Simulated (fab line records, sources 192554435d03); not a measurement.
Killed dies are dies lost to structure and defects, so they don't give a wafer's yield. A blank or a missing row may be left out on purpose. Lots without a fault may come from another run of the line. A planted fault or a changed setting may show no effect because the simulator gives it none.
fab line records | flow n5_finfet
record lots=7 wafers=21
route steps=1938 shown BEOL_M11@1546 BEOL_M12@1649 BEOL_M13@1661 BEOL_M14@1753
start_h: hours from the record's first day to the start of the lot's first wafer shown | wait_h: hours since the lot's step before | " the same as in the row above | L1.1+2: a row that stands for several wafers | - no value, or no start given | * or withheld: withheld | < > ~ a bound
route shown NAME@n: a module of which the file shows steps, and the number in the route of the first | usual: mean/standard deviation of fault-free wafers | same: alike in all rows | chamber/n: place in a boat | sites: the reading at each site | _std_site: their standard deviation | _edge_site: outer sites' mean less inner sites' | radius_mm: how far each site lies from the wafer's centre | mask NAME#n: copy n | behind: the tool/chamber that last shaped the wafer | hold: why the lot was held/for how many hours/how that ended | device: the transistor (n, p or np) that didn't switch | end of line: the same wafers' tests at the end of the route | a step without rows: its recipe alone | killed: dies lost to structure and defects at the first sort, not the wafer's yield | map: a wafer's dies, x killed, . not, _ none there
set.NAME: the setting as run; set.NAME@STEP: as run at that earlier step | model.NAME: the simulator's own value behind a step, which no gauge read
lots whose settings were changed on purpose; a table a step, a row a wafer
## steps
# step N5_BEOL_M11_EXPOSE_08
# recipe mask_id=M11 na=1.35 source_shape=dipole sigma_inner=0.411 sigma_outer=0.611 polarization=te dose_mj=53.75
# columns lot.wafer tool chamber start_h wait_h mask set.dose_mj
L076.3+5 arfi_scanner-02 0 230.68 - M11#0 51.22
L076.4 " 0 " " M11#0 53.75
L077.1+3+4 arfi_scanner-01 0 238.43 - M11#0 53.75
L078.1 arfi_scanner-03 0 246.31 - M11#0 51.28
L078.4+6 " 0 " " M11#0 53.75
L079.1+3 arfi_scanner-02 0 254.39 - M11#0 55.39
L079.2 " 0 " " M11#0 53.75
L085.1+3 arfi_scanner-01 0 283.36 - M11#0 53.75
L085.4 " 0 " " M11#0 50.85
L083.3+6 arfi_scanner-03 0 290.70 - M11#0 53.75
L083.5 " 0 " " M11#0 55.26
L092.2 arfi_scanner-01 0 343.08 - M11#0 51.06
L092.4+5 " 0 " " M11#0 53.75
# step N5_BEOL_M11_PEB_09
# recipe peb_temp_c=withheld peb_time_s=60 resist=CAR-ArF
# step N5_BEOL_M11_DEVELOP_10
# recipe develop_time_s=30 developer=TMAH resist=CAR-ArF rinse_liquid=diw dry=air_spin dev_temp_c=23
# step N5_BEOL_M11_CD_MEAS_11
# recipe target_cd_nm=64.1 landing_energy_ev=500 detector=se_inlens polarity=opening
# usual cd_nm=64.3/0.71
# columns lot.wafer tool chamber start_h wait_h set.dose_mj@BEOL_M11_EXPOSE_08 cd_nm
L076.3 cd_sem-02 0 230.79 - 51.22 61.6
L076.4 " 0 " " 53.75 64.7
L076.5 " 0 " " 51.22 62.6
L077.1 cd_sem-02 0 238.56 - 53.75 64.3
L077.3 " 0 " " 53.75 63.8
L077.4 " 0 " " 53.75 64.1
L078.1 cd_sem-02 0 246.44 - 51.28 61.7
L078.4 " 0 " " 53.75 63.5
L078.6 " 0 " " 53.75 63.6
L079.1 cd_sem-02 0 254.51 - 55.39 65.9
L079.2 " 0 " " 53.75 65.0
L079.3 " 0 " " 55.39 65.8
L085.1 cd_sem-02 0 283.49 - 53.75 64.5
L085.3 " 0 " " 53.75 64.1
L085.4 " 0 " " 50.85 61.9
L083.3 cd_sem-01 0 290.82 - 53.75 64.3
L083.5 " 0 " " 55.26 65.8
L083.6 " 0 " " 53.75 64.4
L092.2 cd_sem-01 0 343.20 - 51.06 61.8
L092.4 " 0 " " 53.75 64.5
L092.5 " 0 " " 53.75 64.2
# step N5_BEOL_M11_ETCH_62
# recipe chemistry=N2/H2 target=SOC target_depth_a=1100 overetch_a=220 mask_material=SiARC temp_c=40 time_s=165 ion_energy_ev=200 pressure_mtorr=30 source_w=840 bias_w=150 n2_flow_sccm=200 h2_flow_sccm=200
# columns lot.wafer tool chamber start_h wait_h set.time_s model.SiARC_of_BEOL_M11_COAT_60.thk_nm
L076.3 rie_diel-06 2 230.96 0.0 175.6 23
L076.4 " 0 " " 175.6 23.2
L076.5 " 1 " " 165 23.8
L077.1 rie_diel-06 0 238.73 0.0 165 23.8
L077.3 " 2 " " 165 23.6
L077.4 " 1 " " 165 24
L078.1 rie_diel-06 0 246.74 0.0 142.9 24.4
L078.4 " 3 " " 142.9 24.2
L078.6 " 0 " " 165 23.6
L079.1 rie_diel-03 2 254.69 0.0 136.4 24.2
L079.2 " 1 " " 165 23.6
L079.3 " 0 " " 165 23.2
L085.1 rie_diel-06 0 283.66 0.0 194.1 22.4
L085.3 " 1 " " 165 23.8
L085.4 " 3 " " 165 23.4
L083.3+6 rie_diel-06 0 291.15 0.0 165 23.8
L083.5 " 2 " " 165 23.6
L092.2 rie_diel-06 2 343.61 0.0 165 23.2
L092.4 " 1 " " 165 23.6
L092.5 " 2 " " 195.3 22.2
# step N5_BEOL_M11_STRIP_68
# recipe chemistry=N2/H2 temp_c=40 n2_flow_sccm=200 h2_flow_sccm=200 rf_frequency_hz=6e+07
# step N5_BEOL_M11_STRIP_67
# recipe chemistry=CF4 resist=SiARC power_w=300 bias_power_w=75 pressure_mtorr=50 cf4_flow_sccm=150 rf_frequency_hz=6e+07
# step N5_BEOL_M11_HM_OPEN_17
# recipe chemistry=Cl2/BCl3 target_depth_a=200 overetch_a=60 target=TiN mask_material=SOC ion_energy_ev=150 pressure_mtorr=10 icp_w=1000 bias_w=126 Cl2_flow_sccm=53.25 bcl3_flow_sccm=21.75 Ar_flow_sccm=25
# columns lot.wafer tool chamber start_h wait_h set.time_s@BEOL_M11_ETCH_62 model.etch.depth_nm
L076.3 rie_metal-02 1 231.21 0.1 175.6 19.23
L076.4 " 1 " " 175.6 19.15
L076.5 " 1 " " 165 20.31
L077.1+4 rie_metal-02 1 238.92 0.0 165 20.02
L077.3 " 1 " " 165 20.34
L078.1 rie_metal-01 0 246.92 0.0 142.9 20.07
L078.4 " 0 " " 142.9 20.05
L078.6 " 0 " " 165 20.25
L079.1 rie_metal-03 1 254.87 0.0 136.4 19.69
L079.2 " 0 " " 165 19.57
L079.3 " 0 " " 165 19.62
L085.1 rie_metal-01 0 283.85 0.0 194.1 17.32
L085.3 " 0 " " 165 20.08
L085.4 " 1 " " 165 19.87
L083.3 rie_metal-01 1 291.36 0.1 165 20.27
L083.5 " 0 " " 165 20.39
L083.6 " 1 " " 165 20.26
L092.2 rie_metal-01 1 343.79 0.0 165 19.96
L092.4 " 1 " " 165 20.03
L092.5 " 1 " " 195.3 17.07
# step N5_BEOL_M11_STRIP_19
# recipe chemistry=O2 power_w=400 temp_c=40 pressure_mtorr=30 rf_frequency_hz=6e+07 bias_power_w=0 overash_fraction=0.2 o2_flow_sccm=225
# step N5_BEOL_M11_CD_MEAS_18
# recipe pitch_nm=140 target_cd_nm=70
# usual cd_nm=70.1/0.76
# columns lot.wafer tool chamber start_h wait_h set.dose_mj@BEOL_M11_EXPOSE_08 cd_nm
L076.3 cd_sem-02 - 231.60 0.1 51.22 67.9
L076.4 " - " " 53.75 70.6
L076.5 " - " " 51.22 68.7
L077.1 cd_sem-02 - 239.19 0.0 53.75 69.6
L077.3 " - " " 53.75 70.0
L077.4 " - " " 53.75 70.0
L078.1 cd_sem-03 - 247.26 0.0 51.28 66.6
L078.4 " - " " 53.75 68.8
L078.6 " - " " 53.75 68.9
L079.1 cd_sem-03 - 255.06 0.0 55.39 71.4
L079.2 " - " " 53.75 70.7
L079.3 " - " " 55.39 72.4
L085.1 cd_sem-03 - 284.03 0.0 53.75 70.3
L085.3 " - " " 53.75 69.9
L085.4 " - " " 50.85 67.6
L083.3 cd_sem-03 - 291.52 0.1 53.75 69.8
L083.5 " - " " 55.26 71.1
L083.6 " - " " 53.75 69.5
L092.2 cd_sem-01 - 344.00 0.1 51.06 68.0
L092.4 " - " " 53.75 70.6
L092.5 " - " " 53.75 70.4
# step N5_BEOL_M11_COAT_63
# recipe resist=SOC temp_c=250 time_s=60 spin_rpm=1500 resist_thk_nm=100
# step N5_BEOL_M11_COAT_64
# recipe resist=SiARC temp_c=220 time_s=60 spin_rpm=1500 resist_thk_nm=30
# step N5_BEOL_M11_PRECLEAN_42
# recipe chemistry=residue_remover time_s=60 temp_c=40
# step N5_BEOL_M11_SRD_43
# recipe time_s=30 temp_c=23 rinse_liquid=diw dry=ipa_marangoni
# step N5_BEOL_M11_CD_MEAS_35
# recipe target_cd_nm=70 polarity=opening
# usual cd_nm=70.2/0.76
# columns lot.wafer tool chamber start_h wait_h set.dose_mj@BEOL_M11_EXPOSE_08 cd_nm
L076.3 cd_sem-01 - 233.55 0.0 51.22 67.9
L076.4 " - " " 53.75 70.4
L076.5 " - " " 51.22 68.4
L077.1 cd_sem-01 - 241.19 0.0 53.75 70.0
L077.3 " - " " 53.75 70.1
L077.4 " - " " 53.75 70.2
L078.1 cd_sem-03 - 249.56 0.0 51.28 66.7
L078.4 " - " " 53.75 69.0
L078.6 " - " " 53.75 69.0
L079.1 cd_sem-02 - 260.14 0.0 55.39 71.9
L079.2 " - " " 53.75 71.2
L079.3 " - " " 55.39 72.2
L085.1 cd_sem-02 - 291.16 0.0 53.75 70.5
L085.3 " - " " 53.75 69.9
L085.4 " - " " 50.85 67.2
L083.3 cd_sem-01 - 292.84 0.0 53.75 69.7
L083.5 " - " " 55.26 71.3
L083.6 " - " " 53.75 69.9
L092.2 cd_sem-02 - 346.17 0.0 51.06 67.5
L092.4 " - " " 53.75 70.8
L092.5 " - " " 53.75 70.6
# step N5_BEOL_M12_SPUTTER_44
# recipe material=Ta target_thk_a=100 temp_c=50 bias_v=80 power_w=15000 chamber_pressure_pa=0.07 time_s=16.13
# columns lot.wafer tool chamber start_h wait_h set.time_s model.Ta_of_BEOL_M12_SPUTTER_44.thk_nm
L076.3 pvd_sputter-02 - 243.28 0.0 16.13 9.8
L076.4+5 " - " " 18.09 11
L077.1 pvd_sputter-01 - 246.96 0.0 16.13 9.8
L077.3 " - " " 16.13 10.2
L077.4 " - " " 16.13 10
L078.1 pvd_sputter-02 - 260.78 0.0 16.13 10
L078.4 " - " " 13.73 8.6
L078.6 " - " " 16.13 9.8
L079.1 pvd_sputter-02 - 268.53 0.0 16.13 10.2
L079.2 " - " " 15.4 9.8
L079.3 " - " " 16.13 10
L085.1 pvd_sputter-01 - 300.10 0.0 16.13 10.4
L085.3 " - " " 16.13 10.2
L085.4 " - " " 16.13 10
L083.3 pvd_sputter-01 - 301.18 0.0 16.13 10
L083.5 " - " " 16.13 10.4
L083.6 " - " " 16.13 10.2
L092.2 pvd_sputter-03 - 352.78 0.0 16.13 10
L092.4 " - " " 15.04 9.4
L092.5 " - " " 16.13 10.2
# step N5_BEOL_M13_COAT_58
# recipe resist=BARC temp_c=205 time_s=60 spin_rpm=1500 resist_thk_nm=89
# columns lot.wafer tool chamber start_h wait_h set.spin_rpm model.BARC_of_BEOL_M13_COAT_58.thk_nm
L076.3 litho_track-04 0 245.51 0.0 1500 89
L076.4 " 0 " " 1420 91.2
L076.5 " 0 " " 1500 88.8
L077.1 litho_track-01 0 248.32 0.0 1500 88.6
L077.3+4 " 0 " " 1500 89
L078.1 litho_track-01 0 262.85 0.0 1500 88.8
L078.4 " 0 " " 1500 89
L078.6 " 0 " " 1372 93
L079.1 litho_track-01 0 269.83 0.0 1500 89.4
L079.2+3 " 0 " " 1500 89.2
L085.1+4 litho_track-01 0 301.42 0.0 1500 88.8
L085.3 " 0 " " 1500 88.6
L083.3 litho_track-05 0 302.48 0.0 1500 89.6
L083.5 " 0 " " 1362 94
L083.6 " 0 " " 1362 93.8
L092.2 litho_track-05 0 354.08 0.0 1364 93.4
L092.4 " 0 " " 1500 89.2
L092.5 " 0 " " 1500 89
# step N5_BEOL_M13_COAT_04
# recipe spin_rpm=1625 resist_thk_nm=400
# step N5_BEOL_M13_EBR_06
# recipe solvent=PGMEA ebr_width_mm=1.5
# step N5_BEOL_M13_DESCUM_15
# recipe chemistry=O2 time_s=7.9 source_power_w=50 bias_power_w=20 pressure_mtorr=20 rf_frequency_hz=2.712e+07 temp_c=40 o2_flow_sccm=225
# step N5_BEOL_M13_ETCH_59
# recipe chemistry=N2/H2 target=BARC target_depth_a=890 overetch_a=267 time_s=67.9 ion_energy_ev=200 pressure_mtorr=30 source_w=840 bias_w=150 n2_flow_sccm=200 h2_flow_sccm=200
# columns lot.wafer tool chamber start_h wait_h set.spin_rpm@BEOL_M13_COAT_58 model.etch.depth_nm
L076.3 rie_diel-06 1 245.91 0.0 1500 88.91
L076.4 " 2 " " 1420 91.24
L076.5 " 3 " " 1500 88.85
L077.1 rie_diel-06 3 248.72 0.0 1500 88.54
L077.3 " 2 " " 1500 89.09
L077.4 " 1 " " 1500 88.97
L078.1 rie_diel-06 3 263.24 0.0 1500 88.71
L078.4 " 1 " " 1500 88.99
L078.6 " 1 " " 1372 92.95
L079.1 rie_diel-03 0 270.27 0.0 1500 89.38
L079.2 " 3 " " 1500 89.17
L079.3 " 1 " " 1500 89.15
L085.1 rie_diel-06 0 302.01 0.0 1500 88.8
L085.3 " 3 " " 1500 88.62
L085.4 " 1 " " 1500 88.74
L083.3 rie_diel-06 1 303.09 0.0 1500 89.53
L083.5 " 3 " " 1362 93.96
L083.6 " 0 " " 1362 93.82
L092.2 rie_diel-03 3 354.48 0.0 1364 93.36
L092.4 " 1 " " 1500 89.21
L092.5 " 1 " " 1500 89.02
# step N5_BEOL_M13_VIA_ETCH_16
# recipe chemistry=C4F8/O2/Ar target=SiOC pressure_mtorr=30 source_w=3000 bias_w=700 Ar_flow_sccm=400 C4F8_flow_sccm=15 O2_flow_sccm=8 he_inner_torr=15 he_outer_torr=30 target_depth_a=9217 time_s=withheld ion_energy_ev=250 ends=cleared
# step N5_BEOL_M13_STRIP_63
# recipe chemistry=N2/H2 power_w=1000 temp_c=250 h2_frac=0.65 overash_fraction=0.3 pressure_mtorr=1000 n2_flow_sccm=1750 h2_flow_sccm=3250
# step N5_BEOL_M13_STRIP_64
# recipe chemistry=N2/H2 power_w=1000 temp_c=250 h2_frac=0.65 overash_fraction=0.3 pressure_mtorr=withheld n2_flow_sccm=1750 h2_flow_sccm=3250
# usual strip_time_to_endpoint_s=31.32/0.076
# columns lot.wafer tool chamber start_h wait_h set.spin_rpm@BEOL_M13_COAT_58 strip_time_to_endpoint_s
L076.3 plasma_asher-02 1 246.33 0.0 1500 31.29
L076.4 " 0 " " 1420 31.96
L076.5 " 1 " " 1500 31.28
L077.1 plasma_asher-02 1 249.06 0.0 1500 31.17
L077.3 " 1 " " 1500 31.34
L077.4 " 0 " " 1500 31.30
L078.1 plasma_asher-02 0 263.59 0.0 1500 31.21
L078.4 " 0 " " 1500 31.31
L078.6 " 0 " " 1372 32.43
L079.1 plasma_asher-02 1 270.62 0.0 1500 31.43
L079.2 " 0 " " 1500 31.35
L079.3 " 1 " " 1500 31.36
L085.1 plasma_asher-01 0 302.36 0.0 1500 31.26
L085.3 " 1 " " 1500 31.20
L085.4 " 0 " " 1500 31.25
L083.3 plasma_asher-01 0 303.45 0.0 1500 31.46
L083.5 " 1 " " 1362 32.71
L083.6 " 0 " " 1362 32.68
L092.2 plasma_asher-01 0 354.82 0.0 1364 32.54
L092.4 " 1 " " 1500 31.36
L092.5 " 1 " " 1500 31.29
# step N5_BEOL_M13_COAT_22
# recipe spin_rpm=2888 resist_thk_nm=300
# columns lot.wafer tool chamber start_h wait_h set.spin_rpm model.coat_of_BEOL_M13_COAT_22.thk_nm
L076.3 litho_track-04 0 - - 2888 300
L076.4 " 0 " " 2992 294.6
L076.5 " 0 " " 2888 299.2
L077.1 litho_track-05 0 - - 2888 299.2
L077.3 " 0 " " 2888 299
L077.4 " 0 " " 2888 299.8
L078.1 litho_track-04 0 - - 2888 298.4
L078.4 " 0 " " 2888 300
L078.6 " 0 " " 2888 299
L079.1 litho_track-04 0 - - 3036 291.8
L079.2+3 " 0 " " 2888 300.2
L085.1 litho_track-01 0 - - 2613 314.8
L085.3 " 0 " " 2613 315.6
L085.4 " 0 " " 2888 300
L083.3 litho_track-05 0 - - 2888 300.6
L083.5 " 0 " " 2888 299.4
L083.6 " 0 " " 2613 315.8
L092.2 litho_track-05 0 - - 2888 301
L092.4 " 0 " " 2888 301.4
L092.5 " 0 " " 2888 300
# step N5_BEOL_M14_TRENCH_ETCH_34
# recipe chemistry=C4F8/O2/Ar target=SiO2 target_depth_a=5566.5 mask_material=SOC he_inner_torr=15 he_outer_torr=30 time_s=126.9 ion_energy_ev=800 pressure_mtorr=20 source_w=1905 bias_w=2040 Ar_flow_sccm=400 C4F8_flow_sccm=16 O2_flow_sccm=12
# columns lot.wafer tool chamber start_h wait_h set.time_s model.etch.depth_nm
L076.3 rie_diel-04 1 254.89 0.0 126.9 563.7
L076.4 " 2 " " 126.9 578.7
L076.5 " 0 " " 126.9 552.4
L077.1 rie_diel-05 1 256.74 0.0 126.9 570.8
L077.3 " 2 " " 126.9 564.8
L077.4 " 3 " " 126.9 555.5
L078.1 rie_diel-02 1 271.39 0.0 126.9 554.4
L078.4 " 3 " " 126.9 549.6
L078.6 " 3 " " 126.9 552
L079.1 rie_diel-05 1 277.78 0.0 126.9 566
L079.2 " 3 " " 126.9 560.6
L079.3 " 0 " " 126.9 571.3
L085.1 rie_diel-05 2 308.20 0.0 126.9 563
L085.3 " 0 " " 139.9 615
L085.4 " 1 " " 126.9 565
L083.3 rie_diel-02 2 310.15 0.0 126.9 551.2
L083.5 " 3 " " 126.9 552.7
L083.6 " 2 " " 126.9 555.4
L092.2 rie_diel-02 3 361.15 0.0 126.9 556.1
L092.4 " 2 " " 126.9 553.7
L092.5 " 1 " " 106.1 466.3
# step N5_BEOL_M14_STRIP_70
# recipe chemistry=C4F8/O2/Ar resist=SiARC rf_frequency_hz=6e+07
# step N5_BEOL_M14_OCD_MEAS_35
# usual trench_depth_nm=560/8.6
# columns lot.wafer tool chamber start_h wait_h set.time_s@BEOL_M14_TRENCH_ETCH_34 trench_depth_nm
L076.3 ocd-02 - 255.05 0.0 126.9 564
L076.4 " - " " 126.9 578
L076.5 " - " " 126.9 553
L077.1 ocd-02 - 256.89 0.0 126.9 571
L077.3 " - " " 126.9 564
L077.4 " - " " 126.9 555
L078.1 ocd-02 - 271.55 0.0 126.9 555
L078.4 " - " " 126.9 549
L078.6 " - " " 126.9 552
L079.1 ocd-02 - 277.93 0.0 126.9 566
L079.2 " - " " 126.9 561
L079.3 " - " " 126.9 571
L085.1 ocd-02 - 308.35 0.0 126.9 563
L085.3 " - " " 139.9 615
L085.4 " - " " 126.9 565
L083.3 ocd-01 - 310.30 0.0 126.9 551
L083.5 " - " " 126.9 553
L083.6 " - " " 126.9 556
L092.2 ocd-01 - 361.30 0.0 126.9 556
L092.4 " - " " 126.9 553
L092.5 " - " " 106.1 466
## key
split step=N5_BEOL_M11_EXPOSE_08 setting=dose_mj stated=53.75 by=wafer
response step=N5_BEOL_M11_CD_MEAS_11 reading=cd_nm change=+0.463 per=1% r=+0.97
response step=N5_BEOL_M11_CD_MEAS_18 reading=cd_nm change=+0.482 per=1% r=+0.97
response step=N5_BEOL_M11_CD_MEAS_35 reading=cd_nm change=+0.527 per=1% r=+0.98
split step=N5_BEOL_M11_ETCH_62 setting=time_s stated=165 by=wafer
response step=N5_BEOL_M11_ETCH_62 reading=model.SiARC_of_BEOL_M11_COAT_60.thk_nm change=-0.0607 per=1% r=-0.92
response step=N5_BEOL_M11_HM_OPEN_17 reading=model.etch.depth_nm shape=bent at_lowest=19.69 at_stated=20.07 at_highest=17.07
split step=N5_BEOL_M12_SPUTTER_44 setting=time_s stated=16.13 by=wafer
response step=N5_BEOL_M12_SPUTTER_44 reading=model.Ta_of_BEOL_M12_SPUTTER_44.thk_nm change=+0.0919 per=1% r=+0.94
split step=N5_BEOL_M13_COAT_58 setting=spin_rpm stated=1500 by=wafer
response step=N5_BEOL_M13_COAT_58 reading=model.BARC_of_BEOL_M13_COAT_58.thk_nm change=-0.469 per=1% r=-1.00
response step=N5_BEOL_M13_ETCH_59 reading=model.etch.depth_nm change=-0.471 per=1% r=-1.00
response step=N5_BEOL_M13_STRIP_64 reading=strip_time_to_endpoint_s change=* per=1% r=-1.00
split step=N5_BEOL_M13_COAT_22 setting=spin_rpm stated=2888 by=wafer
response step=N5_BEOL_M13_COAT_22 reading=model.coat_of_BEOL_M13_COAT_22.thk_nm change=-1.62 per=1% r=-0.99
split step=N5_BEOL_M14_TRENCH_ETCH_34 setting=time_s stated=126.9 by=wafer
response step=N5_BEOL_M14_TRENCH_ETCH_34 reading=model.etch.depth_nm change=+5.28 per=1% r=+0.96
response step=N5_BEOL_M14_OCD_MEAS_35 reading=trench_depth_nm change=+5.27 per=1% r=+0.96
